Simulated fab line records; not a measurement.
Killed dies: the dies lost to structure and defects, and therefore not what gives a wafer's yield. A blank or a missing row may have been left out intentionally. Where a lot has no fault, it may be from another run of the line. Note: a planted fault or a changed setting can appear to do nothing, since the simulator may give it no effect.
fab line records	flow nand-harc
record lots=24	wafers=72	last-day=34
route steps=1302 shown A_STAIRCASE@706
lots that met no fault: taken from a fault-free run of the same line
start-h: start of the lot's first displayed wafer, in hours after the record's first day	wait-h: hours elapsed since this lot's preceding step	" same as the row above	L1.1+2: a single row standing in for several wafers	- either no value or no given start	* or withheld: withheld	< > ~ a bound
route shown NAME@n: a module of which the file shows steps, and the number in the route of the first	usual: mean/standard deviation of fault-free wafers	same: alike in all rows	chamber/n: place in a boat	sites: the reading at each site	_std_site: the values' standard deviation	_edge_site: outer sites' mean less inner sites'	radius-mm: for every site, how far away it sits from the centre of the wafer	mask NAME#n: copy n	behind: tool/chamber where the wafer was last shaped	hold: cause of the lot's hold/its duration in hours/its outcome	device: transistor that didn't switch, given as n, p or np	end of line: tests of these same wafers at the route's end	for a step that has no rows: nothing shown but its recipe	killed: count of dies lost to structure and defects at first sort (not the wafer's yield)	map: the dies of a wafer, with x for killed, . for not killed, _ for no die there
set.NAME: the setting the step ran with; set.NAME@STEP: the setting that earlier step ran with	model.NAME: the simulator's own value behind a step, which no gauge read
one table for each step of the route and one row for each wafer, over a sample of lots
services: the hour from which a tool's chamber was out of use, counted from the record's first day as start-h (under 0 if before that day), plus the number of hours and why
## steps
# step NHARC_A_STAIRCASE_ETCH_192
# recipe target-depth-a=1000	time-s=40.5	ion-energy-ev=400	c4f8-flow-sccm=20	o2-flow-sccm=10	ar-flow-sccm=withheld	rf-w=600	bias-w=1000	chemistry=C4F8/O2
# usual bias-w=1000/3.1	oes-product-au=0.942/0.0091	rf-vpp-V=898/6
lot.wafer	tool	chamber	start-h	wait-h	bias-w	oes-product-au	rf-hours-counter-h	rf-vpp-V
L074.2	rie-diel-01	3	-	-	996	0.934	52	905
L074.1	"	0	"	"	1005	0.926	54	891
L074.3	"	1	"	"	996	0.939	52	893
L075.2	rie-diel-06	1	-	-	999	0.938	20	906
L075.4	"	3	"	"	1001	0.941	18	904
L075.1	"	0	"	"	1003	0.949	22	896
L076.3	rie-diel-04	1	-	-	1000	0.931	2	893
L076.5	"	3	"	"	1000	0.949	-	906
L076.6	"	0	"	"	998	0.945	-	891
L077.2	rie-diel-04	2	-	-	1004	0.938	5	900
L077.3	"	3	"	"	1000	0.949	5	904
L077.1	"	0	"	"	997	0.950	5	891
L078.4	rie-diel-06	0	-	-	999	0.940	32	894
L078.1	"	1	"	"	1001	0.937	30	904
L078.5	"	3	"	"	1004	0.950	-	904
L079.4	rie-diel-06	2	-	-	1003	0.950	26	898
L079.5	"	1	"	"	996	0.929	-	903
L079.6	"	2	"	"	1004	0.953	-	898
L080.1	rie-diel-04	3	-	-	1001	0.942	16	906
L080.2	"	0	"	"	1003	0.938	15	890
L080.4	"	2	"	"	1004	0.939	19	899
L082.2	rie-diel-01	0	-	-	1001	0.948	11	892
L082.5	"	2	"	"	997	0.942	-	904
L082.6	"	3	"	"	1000	0.953	-	904
L081.3	rie-diel-01	1	-	-	997	0.942	15	894
L081.2	"	3	"	"	996	0.944	13	903
L081.6	"	2	"	"	1001	0.947	-	906
L085.3	rie-diel-06	2	-	-	1003	0.950	42	899
L085.4	"	3	"	"	998	0.942	46	904
L085.2	"	0	"	"	993	0.946	48	895
L084.2	rie-diel-04	2	-	-	1000	0.933	35	898
L084.4	"	0	"	"	1000	0.924	27	890
L084.6	"	1	"	"	1000	0.934	-	892
L083.2	rie-diel-01	1	-	-	1003	0.957	27	893
L083.4	"	3	"	"	1002	0.950	19	905
L083.5	"	0	"	"	1008	0.950	-	891
L086.3	rie-diel-01	1	-	-	1001	0.933	38	894
L086.2	"	2	"	"	1005	0.925	37	905
L086.5	"	3	"	"	996	0.921	-	905
L087.3	rie-diel-01	1	-	-	1006	0.936	39	894
L087.2	"	2	"	"	1006	0.944	38	904
L087.4	"	3	"	"	996	0.932	34	905
L088.2	rie-diel-06	2	-	-	997	0.946	2	897
L088.3	"	3	"	"	998	0.943	3	903
L088.6	"	1	"	"	1003	0.951	-	904
L089.2	rie-diel-01	2	-	-	1000	0.950	44	905
L089.4	"	3	"	"	999	0.938	39	904
L089.1	"	1	"	"	1001	0.936	45	893
L090.2	rie-diel-01	3	-	-	1003	0.951	44	905
L090.3	"	0	"	"	1002	0.947	48	891
L090.6	"	0	"	"	1003	0.950	-	891
L091.3	rie-diel-06	1	-	-	997	0.920	14	904
L091.1	"	0	"	"	1001	0.928	15	895
L091.4	"	0	"	"	1001	0.929	-	895
L092.1	rie-diel-01	0	-	-	992	0.952	57	891
L092.5	"	3	"	"	997	0.945	-	903
L092.6	"	0	"	"	1003	0.948	-	890
L093.3	rie-diel-01	2	-	-	1001	0.946	60	905
L093.1	"	3	"	"	1002	0.964	54	902
L093.5	"	1	"	"	1000	0.949	-	894
L094.3	rie-diel-04	3	-	-	999	0.953	6	905
L094.4	"	2	"	"	999	0.945	5	899
L094.5	"	3	"	"	998	0.945	-	904
L095.1	rie-diel-04	0	-	-	998	0.944	10	887
L095.4	"	3	"	"	1003	0.951	10	905
L095.5	"	0	"	"	1001	0.945	-	890
L096.4	rie-diel-01	3	-	-	1000	0.942	1	902
L096.3	"	1	"	"	997	0.964	2	892
L096.5	"	2	"	"	996	0.948	-	904
L097.4	rie-diel-06	3	-	-	997	0.935	24	901
L097.1	"	2	"	"	1002	0.947	30	896
L097.5	"	3	"	"	999	0.932	-	902
# step NHARC_A_STAIRCASE_STRIP_205
# recipe power-w=1500	temp-c=250	chemistry=O2
# usual drypump-motor-current-A=5.5/0.33	heater-power-w=313/41
lot.wafer	tool	chamber	start-h	wait-h	drypump-motor-current-A	heater-power-w	rf-hours-counter-h
L074.2	plasma-asher-01	0	363.87	0.1	5.1	291	3
L074.1	"	1	"	"	5.7	289	3
L074.3	"	1	"	"	5.7	291	-
L075.1	plasma-asher-01	1	369.69	0.1	5.7	296	5
L075.2	"	0	"	"	5.1	288	5
L075.4	"	0	"	"	5.1	284	-
L076.3	plasma-asher-01	1	370.77	0.2	5.7	290	-
L076.6	"	1	"	"	5.6	293	-
L076.5	"	0	"	"	5.2	293	-
L077.1	plasma-asher-01	1	384.87	0.1	5.6	289	7
L077.2	"	0	"	"	5.1	288	7
L077.3	"	1	"	"	5.6	299	-
L078.1	plasma-asher-01	0	399.51	0.1	5.1	287	10
L078.4	"	1	"	"	5.7	290	-
L078.5	"	0	"	"	5.1	288	-
L079.4	plasma-asher-01	0	409.37	0.2	5.1	291	-
L079.6	"	1	"	"	5.7	295	-
L079.5	"	0	"	"	5.1	283	-
L080.1	plasma-asher-01	1	417.43	0.1	5.7	293	15
L080.2	"	0	"	"	5.1	292	15
L080.4	"	0	"	"	5.1	285	-
L082.2	plasma-asher-01	1	431.32	0.1	5.7	286	17
L082.5	"	0	"	"	5.2	286	-
L082.6	"	1	"	"	5.6	295	-
L081.2	plasma-asher-01	1	432.44	0.1	5.6	291	17
L081.3	"	0	"	"	5.1	293	-
L081.6	"	0	"	"	5.1	291	-
L085.2	plasma-asher-02	0	459.90	0.1	5.3	405	6
L085.4	"	0	"	"	5.3	399	-
L085.3	"	1	"	"	6.0	338	-
L084.2	plasma-asher-01	0	462.64	0.1	5.1	295	24
L084.4	"	1	"	"	5.7	292	-
L084.6	"	0	"	"	5.1	281	-
L083.2	plasma-asher-02	1	463.11	0.1	6.0	329	6
L083.4	"	0	"	"	5.2	393	-
L083.5	"	1	"	"	6.0	333	-
L086.2	plasma-asher-01	0	491.66	0.1	5.1	289	29
L086.3	"	1	"	"	5.6	290	-
L086.5	"	1	"	"	5.7	285	-
L087.2	plasma-asher-01	0	493.41	0.1	5.1	276	29
L087.4	"	1	"	"	5.7	289	-
L087.3	"	0	"	"	5.1	294	-
L088.2	plasma-asher-02	1	502.23	0.1	6.0	330	14
L088.3	"	1	"	"	6.0	332	-
L088.6	"	0	"	"	5.2	406	-
L089.1	plasma-asher-02	1	503.65	0.1	6.0	327	14
L089.2	"	0	"	"	5.3	397	14
L089.4	"	0	"	"	5.2	405	-
L090.2	plasma-asher-01	0	516.08	0.1	5.1	293	34
L090.3	"	1	"	"	5.7	291	-
L090.6	"	1	"	"	5.6	290	-
L091.1	plasma-asher-01	0	536.77	0.1	5.1	288	1
L091.4	"	1	"	"	5.7	303	-
L091.3	"	0	"	"	5.1	276	-
L092.1	plasma-asher-02	1	544.32	0.1	6.1	334	24
L092.5	"	1	"	"	6.1	334	-
L092.6	"	0	"	"	5.2	408	-
L093.1	plasma-asher-01	0	547.34	0.1	5.1	293	3
L093.3	"	1	"	"	5.7	300	-
L093.5	"	1	"	"	5.7	303	-
L094.4	plasma-asher-02	0	565.18	0.2	5.2	395	-
L094.3	"	1	"	"	6.1	326	-
L094.5	"	0	"	"	5.2	413	-
L095.1	plasma-asher-02	1	579.52	0.1	6.0	341	30
L095.4	"	1	"	"	6.0	336	-
L095.5	"	0	"	"	5.2	413	-
L096.3	plasma-asher-01	0	579.65	0.2	5.1	290	-
L096.4	"	1	"	"	5.6	302	-
L096.5	"	0	"	"	5.1	295	-
L097.1	plasma-asher-01	1	586.82	0.1	5.7	314	13
L097.4	"	1	"	"	5.7	307	-
L097.5	"	0	"	"	5.1	285	-
# step NHARC_A_STAIRCASE_ETCH_227
# recipe target-depth-a=1000	time-s=40.5	ion-energy-ev=400	c4f8-flow-sccm=20	o2-flow-sccm=10	ar-flow-sccm=withheld	rf-w=600	bias-w=1000	chemistry=C4F8/O2
# usual bias-w=1000/3.4	oes-product-au=0.944/0.0096	rf-vpp-V=898/5.6
lot.wafer	tool	chamber	start-h	wait-h	bias-w	oes-product-au	rf-hours-counter-h	rf-vpp-V
L074.2	rie-diel-01	0	-	-	1003	0.926	57	891
L074.3	"	1	"	"	1000	0.950	55	895
L074.1	"	2	"	"	998	0.934	56	887
L075.1	rie-diel-06	1	-	-	1002	0.926	21	906
L075.4	"	2	"	"	1000	0.961	15	899
L075.2	"	0	"	"	1001	0.934	23	895
L076.3	rie-diel-01	1	-	-	998	0.951	56	893
L076.5	"	3	"	"	998	0.950	-	904
L076.6	"	0	"	"	1000	0.930	-	891
L077.2	rie-diel-06	0	-	-	996	0.955	28	896
L077.1	"	1	"	"	1003	0.937	26	906
L077.3	"	2	"	"	995	0.941	19	898
L078.1	rie-diel-04	2	-	-	999	0.951	14	899
L078.4	"	0	"	"	1002	0.928	11	890
L078.5	"	1	"	"	1007	0.942	-	892
L079.4	rie-diel-04	3	-	-	1003	0.933	16	906
L079.5	"	2	"	"	995	0.928	-	900
L079.6	"	3	"	"	1002	0.931	-	906
L080.1	rie-diel-01	0	-	-	999	0.939	8	891
L080.2	"	2	"	"	1000	0.954	12	905
L080.4	"	3	"	"	1006	0.950	10	905
L082.2	rie-diel-06	0	-	-	1002	0.962	41	893
L082.6	"	3	"	"	1004	0.946	-	903
L082.5	"	0	"	"	1001	0.959	-	894
L081.3	rie-diel-01	1	-	-	1000	0.945	15	894
L081.2	"	3	"	"	999	0.935	14	905
L081.6	"	1	"	"	999	0.950	-	893
L085.3	rie-diel-04	2	-	-	998	0.954	35	899
L085.2	"	0	"	"	1007	0.934	28	890
L085.4	"	1	"	"	1006	0.950	34	891
L084.4	rie-diel-01	3	-	-	1007	0.954	20	904
L084.2	"	0	"	"	995	0.951	25	890
L084.6	"	0	"	"	999	0.946	-	891
L083.4	rie-diel-06	3	-	-	999	0.951	48	904
L083.2	"	2	"	"	1002	0.955	44	897
L083.5	"	0	"	"	1000	0.952	-	895
L086.3	rie-diel-04	3	-	-	1001	0.937	36	904
L086.2	"	0	"	"	996	0.938	38	891
L086.5	"	1	"	"	1000	0.944	-	892
L087.3	rie-diel-06	0	-	-	1003	0.961	1	895
L087.4	"	1	"	"	1002	0.949	1	905
L087.2	"	2	"	"	996	0.950	1	898
L088.3	rie-diel-06	2	-	-	1005	0.945	4	897
L088.2	"	3	"	"	1002	0.939	5	903
L088.6	"	1	"	"	1001	0.944	-	905
L089.2	rie-diel-06	2	-	-	1003	0.954	5	899
L089.4	"	3	"	"	1004	0.947	6	903
L089.1	"	0	"	"	1003	0.944	5	894
L090.2	rie-diel-06	1	-	-	990	0.952	7	904
L090.3	"	2	"	"	995	0.962	7	898
L090.6	"	3	"	"	1001	0.935	-	902
L091.1	rie-diel-06	1	-	-	1003	0.932	16	904
L091.3	"	2	"	"	999	0.931	15	898
L091.4	"	0	"	"	999	0.921	-	894
L092.1	rie-diel-06	1	-	-	994	0.942	18	904
L092.6	"	0	"	"	995	0.948	-	894
L092.5	"	2	"	"	1004	0.953	-	896
L093.3	rie-diel-01	2	-	-	996	0.938	61	906
L093.1	"	1	"	"	1005	0.940	60	892
L093.5	"	2	"	"	1001	0.941	-	904
L094.4	rie-diel-04	1	-	-	997	0.936	6	891
L094.3	"	3	"	"	998	0.943	7	906
L094.5	"	2	"	"	1004	0.933	-	897
L095.4	rie-diel-01	0	-	-	996	0.937	7	890
L095.1	"	2	"	"	997	0.953	4	903
L095.5	"	1	"	"	996	0.938	-	890
L096.3	rie-diel-04	0	-	-	998	0.936	15	888
L096.4	"	2	"	"	1002	0.939	12	899
L096.5	"	0	"	"	999	0.946	-	890
L097.4	rie-diel-06	3	-	-	998	0.940	25	901
L097.1	"	0	"	"	996	0.938	35	893
L097.5	"	2	"	"	1003	0.950	-	896
# step NHARC_A_STAIRCASE_TRIM_231
# recipe time-s=211.2	o2-flow-sccm=500	ar-flow-sccm=0	bias-w=0	chemistry=O2
# usual drypump-motor-current-A=6.1/0.38	mfc-ar-sccm=0.009/0.0081	oes-product-au=1.001/0.0066	rf-vpp-V=57.9/0.91	showerhead-plenum-p-Torr=3.59/0.16	throttle-valve-pct=17.038/0.0083
# same bias-w=0
lot.wafer	tool	chamber	start-h	wait-h	drypump-motor-current-A	mfc-ar-sccm	oes-product-au	rf-hours-counter-h	rf-vpp-V	showerhead-plenum-p-Torr	throttle-valve-pct
L074.3	rie-diel-01	0	-	-	5.7	0.016	0.986	58	58.7	3.41	17.045
L074.2	"	2	"	"	6.1	0	0.994	56	57.6	3.28	17.049
L074.1	"	3	"	"	6.0	0.014	1.003	56	57.8	3.78	17.034
L075.1	rie-diel-06	1	-	-	6.4	0.018	1.000	21	58.9	3.80	17.050
L075.2	"	2	"	"	6.4	0.010	0.989	15	57.1	3.60	17.025
L075.4	"	3	"	"	6.5	0	0.991	19	58.7	3.73	17.047
L076.3	rie-diel-01	0	-	-	5.7	0.016	0.985	59	58.6	3.41	17.038
L076.5	"	2	"	"	6.1	0	1.011	-	56.3	3.28	17.049
L076.6	"	3	"	"	5.9	0.014	1.006	-	59.7	3.77	17.034
L077.2	rie-diel-04	2	-	-	6.3	0.000	1.004	8	56.9	3.62	17.038
L077.1	"	3	"	"	5.4	0.025	0.994	7	59.1	3.80	17.029
L077.3	"	0	"	"	6.2	0.017	0.998	6	57.8	3.37	17.030
L078.1	rie-diel-01	3	-	-	5.9	0.014	1.003	5	57.7	3.77	17.038
L078.4	"	0	"	"	5.7	0.016	1.000	4	57.3	3.40	17.047
L078.5	"	1	"	"	5.4	0	0.998	-	56.7	3.45	17.046
L079.4	rie-diel-06	1	-	-	6.4	0.018	0.998	33	57.6	3.79	17.029
L079.5	"	3	"	"	6.5	0	0.997	-	58.0	3.72	17.030
L079.6	"	0	"	"	6.0	0.011	1.001	-	58.2	3.50	17.046
L080.1	rie-diel-06	2	-	-	6.4	0.010	0.993	29	58.3	3.60	17.046
L080.2	"	3	"	"	6.5	0	0.992	35	56.9	3.72	17.029
L080.4	"	1	"	"	6.4	0.018	0.995	34	58.8	3.79	17.044
L082.2	rie-diel-04	1	-	-	6.3	0.012	0.994	23	58.5	3.42	17.048
L082.5	"	2	"	"	6.3	0.000	0.991	-	57.1	3.61	17.047
L082.6	"	3	"	"	5.5	0.025	0.997	-	57.9	3.80	17.042
L081.2	rie-diel-06	3	-	-	6.5	0	1.003	37	58.8	3.72	17.040
L081.3	"	2	"	"	6.5	0.010	0.998	32	57.0	3.59	17.041
L081.6	"	3	"	"	6.5	0	0.998	-	55.6	3.72	17.029
L085.2	rie-diel-04	2	-	-	6.3	0.000	1.005	35	57.2	3.61	17.023
L085.3	"	3	"	"	5.4	0.025	0.998	27	58.3	3.79	17.048
L085.4	"	0	"	"	6.2	0.017	0.997	28	56.1	3.36	17.035
L084.2	rie-diel-01	2	-	-	6.1	0	1.004	26	58.9	3.79	17.036
L084.4	"	0	"	"	5.7	0.016	1.002	25	57.1	3.39	17.032
L084.6	"	2	"	"	6.1	0	0.990	-	59.1	3.79	17.037
L083.4	rie-diel-06	2	-	-	6.5	0.010	0.998	45	59.3	3.59	17.046
L083.2	"	0	"	"	6.0	0.011	1.008	50	58.7	3.49	17.025
L083.5	"	2	"	"	6.5	0.010	1.002	-	57.7	3.59	17.039
L086.2	rie-diel-06	3	-	-	6.5	0	0.989	0	58.2	3.71	17.027
L086.3	"	0	"	"	6.0	0.011	1.006	0	58.0	3.49	17.039
L086.5	"	2	"	"	6.5	0.010	1.003	-	57.8	3.59	17.021
L087.4	rie-diel-01	1	-	-	5.4	0	1.006	40	56.7	3.43	17.035
L087.3	"	2	"	"	6.1	0	1.010	40	59.0	3.78	17.052
L087.2	"	3	"	"	5.9	0.014	0.998	36	58.3	3.75	17.045
L088.3	rie-diel-04	0	-	-	6.2	0.017	0.992	44	56.5	3.35	17.043
L088.2	"	1	"	"	6.3	0.012	1.002	49	57.3	3.41	17.027
L088.6	"	1	"	"	6.3	0.012	0.991	-	57.5	3.40	17.042
L089.4	rie-diel-06	2	-	-	6.5	0.010	1.003	5	59.2	3.58	17.039
L089.1	"	0	"	"	6.0	0.011	1.006	6	57.1	3.48	17.028
L089.2	"	1	"	"	6.4	0.018	1.005	5	57.3	3.78	17.033
L090.2	rie-diel-06	0	-	-	6.0	0.011	0.996	9	58.3	3.48	17.038
L090.3	"	1	"	"	6.4	0.018	0.998	7	58.5	3.77	17.045
L090.6	"	0	"	"	6.0	0.011	1.004	-	56.8	3.48	17.043
L091.1	rie-diel-01	1	-	-	5.4	0	1.001	57	58.8	3.42	17.026
L091.3	"	2	"	"	6.1	0	1.001	58	56.6	3.77	17.036
L091.4	"	0	"	"	5.7	0.016	1.009	56	56.1	3.38	17.030
L092.1	rie-diel-04	3	-	-	5.5	0.025	0.998	1	59.0	3.78	17.049
L092.5	"	2	"	"	6.3	0.000	0.996	-	60.2	3.60	17.030
L092.6	"	3	"	"	5.5	0.025	1.001	-	57.1	3.78	17.037
L093.1	rie-diel-01	0	-	-	5.7	0.016	1.004	58	58.1	3.37	17.041
L093.3	"	3	"	"	5.9	0.014	0.998	55	58.2	3.74	17.036
L093.5	"	0	"	"	5.6	0.016	1.013	-	57.5	3.37	17.047
L094.3	rie-diel-04	2	-	-	6.3	0.000	0.993	6	57.1	3.59	17.050
L094.4	"	3	"	"	5.5	0.025	1.002	7	57.2	3.77	17.046
L094.5	"	2	"	"	6.3	0.000	0.996	-	58.2	3.59	17.052
L095.1	rie-diel-01	3	-	-	6.0	0.014	1.017	4	57.5	3.74	17.035
L095.4	"	0	"	"	5.6	0.016	0.999	7	58.0	3.37	17.045
L095.5	"	3	"	"	5.9	0.014	1.009	-	57.2	3.74	17.033
L096.3	rie-diel-01	1	-	-	5.4	0	0.998	7	56.8	3.41	17.036
L096.4	"	2	"	"	6.1	0	0.998	5	59.6	3.77	17.037
L096.5	"	0	"	"	5.7	0.016	0.991	-	56.4	3.37	17.044
L097.1	rie-diel-06	3	-	-	6.5	0	0.996	25	58.6	3.70	17.035
L097.4	"	0	"	"	6.0	0.011	1.004	35	57.5	3.47	17.022
L097.5	"	3	"	"	6.5	0	0.990	-	58.6	3.70	17.035
# step NHARC_A_STAIRCASE_ETCH_232
# recipe target-depth-a=1000	time-s=40.5	ion-energy-ev=400	c4f8-flow-sccm=20	o2-flow-sccm=10	ar-flow-sccm=withheld	rf-w=600	bias-w=1000	chemistry=C4F8/O2
# usual bias-w=1000.0/2.7	oes-product-au=0.947/0.012	rf-vpp-V=898/5.9
lot.wafer	tool	chamber	start-h	wait-h	bias-w	oes-product-au	rf-hours-counter-h	rf-vpp-V
L074.3	rie-diel-01	0	-	-	1003.8	0.936	58	891
L074.1	"	1	"	"	999.7	0.947	55	895
L074.2	"	3	"	"	1002.9	0.949	56	904
L075.4	rie-diel-06	2	-	-	998.2	0.952	16	897
L075.1	"	3	"	"	997.3	0.954	19	904
L075.2	"	1	"	"	1003.3	0.940	21	904
L076.3	rie-diel-01	1	-	-	1001.8	0.945	56	893
L076.5	"	2	"	"	999.5	0.938	-	887
L076.6	"	3	"	"	995.4	0.945	-	905
L077.1	rie-diel-04	2	-	-	1001.3	0.919	8	899
L077.3	"	3	"	"	999.1	0.928	7	905
L077.2	"	1	"	"	1002.0	0.924	7	892
L078.1	rie-diel-01	3	-	-	1003.8	0.958	5	906
L078.4	"	0	"	"	999.4	0.973	4	891
L078.5	"	0	"	"	1003.4	0.972	-	892
L079.4	rie-diel-06	3	-	-	1000.3	0.951	34	903
L079.6	"	3	"	"	999.0	0.947	-	904
L079.5	"	0	"	"	999.6	0.953	-	895
L080.4	rie-diel-06	3	-	-	997.9	0.955	35	903
L080.2	"	0	"	"	1001.6	0.956	39	894
L080.1	"	1	"	"	999.3	0.955	34	906
L082.2	rie-diel-04	1	-	-	1002.4	0.965	23	893
L082.6	"	2	"	"	1000.0	0.951	-	898
L082.5	"	3	"	"	999.9	0.953	-	905
L081.3	rie-diel-06	2	-	-	999.7	0.973	32	898
L081.2	"	0	"	"	992.7	0.951	41	896
L081.6	"	3	"	"	999.6	0.953	-	903
L085.2	rie-diel-04	1	-	-	1000.4	0.943	34	892
L085.3	"	3	"	"	997.9	0.928	27	905
L085.4	"	0	"	"	998.4	0.940	28	889
L084.4	rie-diel-01	3	-	-	999.2	0.935	21	903
L084.2	"	2	"	"	999.0	0.932	26	906
L084.6	"	0	"	"	1000.7	0.935	-	891
L083.4	rie-diel-06	1	-	-	999.8	0.940	48	905
L083.2	"	3	"	"	1000.2	0.951	48	904
L083.5	"	2	"	"	997.8	0.949	-	899
L086.2	rie-diel-06	2	-	-	1001.7	0.949	0	898
L086.3	"	0	"	"	1003.7	0.964	0	896
L086.5	"	2	"	"	997.8	0.942	-	897
L087.4	rie-diel-01	1	-	-	999.3	0.959	40	891
L087.3	"	2	"	"	999.5	0.948	40	905
L087.2	"	3	"	"	997.2	0.966	36	905
L088.3	rie-diel-04	3	-	-	1002.1	0.959	42	905
L088.2	"	0	"	"	1001.4	0.946	44	890
L088.6	"	3	"	"	999.1	0.978	-	904
L089.4	rie-diel-06	1	-	-	997.3	0.937	5	904
L089.2	"	2	"	"	992.4	0.951	5	898
L089.1	"	0	"	"	998.4	0.945	6	895
L090.2	rie-diel-06	1	-	-	994.5	0.942	7	903
L090.3	"	3	"	"	993.2	0.941	9	903
L090.6	"	0	"	"	997.3	0.942	-	893
L091.3	rie-diel-01	0	-	-	1000.2	0.947	56	891
L091.1	"	2	"	"	1001.5	0.943	58	906
L091.4	"	3	"	"	1000.0	0.950	53	904
L092.1	rie-diel-04	1	-	-	1001.4	0.956	1	891
L092.5	"	0	"	"	1000.1	0.961	-	892
L092.6	"	1	"	"	997.9	0.960	-	892
L093.1	rie-diel-01	1	-	-	1002.9	0.933	60	892
L093.3	"	3	"	"	1004.6	0.930	55	903
L093.5	"	1	"	"	1003.2	0.931	-	892
L094.3	rie-diel-04	1	-	-	1005.3	0.937	6	892
L094.4	"	2	"	"	999.6	0.928	7	899
L094.5	"	1	"	"	1004.9	0.931	-	891
L095.1	rie-diel-01	2	-	-	998.6	0.942	5	905
L095.4	"	3	"	"	999.4	0.947	5	903
L095.5	"	2	"	"	999.9	0.942	-	905
L096.3	rie-diel-01	3	-	-	999.8	0.938	5	904
L096.4	"	0	"	"	1003.0	0.951	7	890
L096.5	"	1	"	"	999.6	0.951	-	892
L097.1	rie-diel-06	1	-	-	1000.9	0.937	34	905
L097.4	"	2	"	"	996.8	0.951	31	897
L097.5	"	0	"	"	997.1	0.934	-	893
# step NHARC_A_STAIRCASE_STRIP_254
# recipe power-w=1500	temp-c=250	chemistry=O2
# usual drypump-motor-current-A=5.5/0.35	heater-power-w=328/49
lot.wafer	tool	chamber	start-h	wait-h	drypump-motor-current-A	heater-power-w	rf-hours-counter-h
L074.1	plasma-asher-02	0	369.63	-	5.2	431	24
L074.2	"	1	"	"	6.0	329	24
L074.3	"	0	"	"	5.2	434	-
L075.2	plasma-asher-01	0	374.98	-	5.2	290	6
L075.1	"	1	"	"	5.6	287	6
L075.4	"	1	"	"	5.6	293	-
L076.3	plasma-asher-02	1	376.05	-	6.0	329	-
L076.5	"	1	"	"	6.0	322	-
L076.6	"	0	"	"	5.2	439	-
L077.2	plasma-asher-01	1	391.54	-	5.7	289	9
L077.1	"	0	"	"	5.2	287	9
L077.3	"	0	"	"	5.2	294	-
L078.1	plasma-asher-02	1	404.76	-	6.0	321	31
L078.4	"	0	"	"	5.3	443	-
L078.5	"	1	"	"	6.0	329	-
L079.4	plasma-asher-01	1	415.31	-	5.7	292	-
L079.5	"	1	"	"	5.7	292	-
L079.6	"	0	"	"	5.1	284	-
L080.1	plasma-asher-01	0	422.67	-	5.1	288	15
L080.2	"	1	"	"	5.6	288	15
L080.4	"	1	"	"	5.6	295	-
L082.2	plasma-asher-02	0	439.93	-	5.3	398	2
L082.6	"	0	"	"	5.2	391	-
L082.5	"	1	"	"	6.0	333	-
L081.2	plasma-asher-01	0	439.95	-	5.1	297	20
L081.3	"	0	"	"	5.1	286	-
L081.6	"	1	"	"	5.7	289	-
L085.2	plasma-asher-02	0	465.33	-	5.3	398	6
L085.4	"	0	"	"	5.2	399	-
L085.3	"	1	"	"	6.0	331	-
L084.2	plasma-asher-01	0	468.30	-	5.1	287	25
L084.4	"	0	"	"	5.1	295	-
L084.6	"	0	"	"	5.1	292	-
L083.2	plasma-asher-02	0	468.55	-	5.2	396	7
L083.4	"	1	"	"	6.1	337	-
L083.5	"	0	"	"	5.3	408	-
L086.2	plasma-asher-01	0	497.12	-	5.2	292	30
L086.3	"	0	"	"	5.1	284	-
L086.5	"	1	"	"	5.7	287	-
L087.2	plasma-asher-02	1	499.02	-	6.0	336	13
L087.3	"	1	"	"	6.0	334	-
L087.4	"	0	"	"	5.2	403	-
L088.2	plasma-asher-01	0	507.58	-	5.1	294	33
L088.3	"	1	"	"	5.6	290	-
L088.6	"	0	"	"	5.1	291	-
L089.2	plasma-asher-02	1	509.04	-	6.0	348	15
L089.1	"	0	"	"	5.3	406	15
L089.4	"	0	"	"	5.3	408	-
L090.2	plasma-asher-01	1	521.89	-	5.6	287	35
L090.3	"	0	"	"	5.1	289	-
L090.6	"	1	"	"	5.7	282	-
L091.1	plasma-asher-02	0	542.76	-	5.2	403	23
L091.3	"	0	"	"	5.3	403	-
L091.4	"	1	"	"	6.0	328	-
L092.1	plasma-asher-01	0	549.78	-	5.2	287	4
L092.6	"	0	"	"	5.1	287	-
L092.5	"	1	"	"	5.7	307	-
L093.1	plasma-asher-02	0	552.65	-	5.2	397	26
L093.3	"	0	"	"	5.2	407	-
L093.5	"	1	"	"	6.0	327	-
L094.4	plasma-asher-01	0	570.81	-	5.2	290	-
L094.3	"	1	"	"	5.7	295	-
L094.5	"	0	"	"	5.1	287	-
L095.1	plasma-asher-01	0	585.22	-	5.1	288	12
L095.4	"	0	"	"	5.1	288	-
L095.5	"	1	"	"	5.7	302	-
L096.4	plasma-asher-02	1	585.51	-	6.0	329	-
L096.3	"	0	"	"	5.2	401	-
L096.5	"	0	"	"	5.2	402	-
L097.1	plasma-asher-01	1	593.68	-	5.7	296	14
L097.4	"	0	"	"	5.1	283	-
L097.5	"	0	"	"	5.1	289	-
## services
tool	chamber	start-h	hours	kind
rie-diel-01	0	337.55	-	clean
rie-diel-01	1	337.55	-	clean
rie-diel-01	2	337.55	-	clean
rie-diel-01	3	337.55	-	clean
rie-diel-06	0	341.16	-	clean
rie-diel-06	1	341.16	-	clean
rie-diel-06	2	341.16	-	clean
rie-diel-06	3	341.16	-	clean
rie-diel-06	2	342.41	6.6	repair
plasma-asher-01	-	347.55	9.0	pm
plasma-asher-02	-	353.85	3.5	repair
rie-diel-04	-	355.24	9.0	pm
rie-diel-01	-	380.83	9.0	pm
rie-diel-01	0	411.25	2.8	repair
plasma-asher-02	-	426.23	9.0	pm
rie-diel-01	3	435.56	7.4	repair
rie-diel-04	-	475.32	1.2	repair
rie-diel-06	-	484.64	9.0	pm
rie-diel-01	1	507.78	6.3	repair
rie-diel-01	-	523.00	1.1	repair
plasma-asher-01	-	524.55	9.0	pm
rie-diel-04	-	532.24	9.0	pm
rie-diel-06	3	532.99	20.9	repair
rie-diel-01	-	560.45	9.0	pm
## key
fault none
